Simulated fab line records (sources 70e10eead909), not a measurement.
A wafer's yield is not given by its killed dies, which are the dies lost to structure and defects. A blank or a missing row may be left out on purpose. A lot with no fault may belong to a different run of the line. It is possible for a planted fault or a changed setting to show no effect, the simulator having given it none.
A struck lot beside a sound one || flow nandHarc || 14 steps out of a route of 1302
Sound: the wafers L616.2, L616.4, L616.6. The struck wafers were L621.2, L621.3, L621.6. Last of all comes the cause.
At each step with rows: each side's tool, then ch and its chambers, then its first start. Under that, the readings that differ: sound wafers || struck wafers || difference of the means || sigmas: that difference in standard deviations of wafers without a fault.
alike: a reading whose means differ by less than 2 such deviations, as well as words and numbers matching on both sides. not compared: withheld readings; readings where some wafer has no value; bounds like >300 that might hide an equal value; numbers whose values overlap and for which the record gives no deviation.
A row with sigmas, a row that says differs or no value, or rows on one side alone: a step with any of these is where the two part. Numbers that have no deviation but don't overlap get no sigmas and don't part them. Lack of a reading on every wafer of one side parts them only where that side has two or more wafers.

first, 1 step without rows for these wafers: NHARC_A_CHANNEL_FILL_D1_SRD_12.
NHARC_A_CHANNEL_FILL_D1_INSPECT_13:
  struck on defectInspect-02, day 13 10:48; sound on defectInspect-01, day 11 13:25
  alike: rawDefectCount
NHARC_A_DECK1_JOINT_ETCHBACK_07: etches the open film in HBr, target depth 105 nm, time 26.9 s.
  sound on rieSi-04 ch 0,1, day 11 13:29; struck on rieSi-05 ch 0,1,3, day 13 10:53
  alike: drypumpMotorCurrentA, oesProductAu, throttleValvePct
  not compared: rfHoursCounterH
then, 7 steps without rows for these wafers: NHARC_A_DECK1_JOINT_ETCH_25 (etches SiO2 in dHF, target depth 0.5 nm); NHARC_A_DECK1_JOINT_ETCH_19 (etches poly-Si in TMAH, target depth 3 nm); NHARC_A_DECK1_JOINT_ETCH_18 (etches SiO2 in dHF, target depth 3 nm); NHARC_A_DECK1_JOINT_WET_08 (chemistry H3PO4, time 86 s); NHARC_A_DECK1_JOINT_ETCH_09 (etches SiO2 in dHF, target depth 5 nm); NHARC_A_DECK1_JOINT_WET_10 (chemistry H3PO4, time 86 s); NHARC_A_DECK1_JOINT_ETCH_11 (etches SiO2 in dHF, target depth 35 nm).
NHARC_A_DECK1_JOINT_CVD_12: deposits poly-Si, target thk 90 nm, time 1800 s.
  sound on lpcvdPoly-03 ch 0, day 11 21:16; struck on lpcvdPoly-01 ch 0, day 13 23:44
NHARC_A_DECK1_JOINT_CMP_13: polishes, target thk 51.023 nm.
  sound on cmp-02 ch 0,1,3, day 12 00:08; struck on cmp-01 ch 2,3, day 14 02:55
{"reading": "timeToEndpointS (s)", "sound": "8.2 8.8 9.5", "struck": "15.9 17.1 19.7", "difference": "+8.7", "sigmas": "+4"}
  alike: motorCurrentA
NHARC_A_DECK1_JOINT_THK_MEAS_14: measures by ellipsometry.
  struck on filmMetro-01, day 14 03:10; sound on filmMetro-02, day 12 00:23
  alike: thkNm
-- record jumps: 13 days between struck wafers' starts before vs after; left off in module A_DECK1_JOINT, resumes in module END, first step shown is number 1302 of the route --
NHARC_END_SORT_01:
  only the struck wafers appear in the record here, on prober-01 ch 0 at day 27 06:27; the sound ones have no rows

## WHERE THEY PART
At NHARC_A_DECK1_JOINT_CMP_13 first; at NHARC_END_SORT_01 last (within this record only).

WHY: the cause the simulator had injected
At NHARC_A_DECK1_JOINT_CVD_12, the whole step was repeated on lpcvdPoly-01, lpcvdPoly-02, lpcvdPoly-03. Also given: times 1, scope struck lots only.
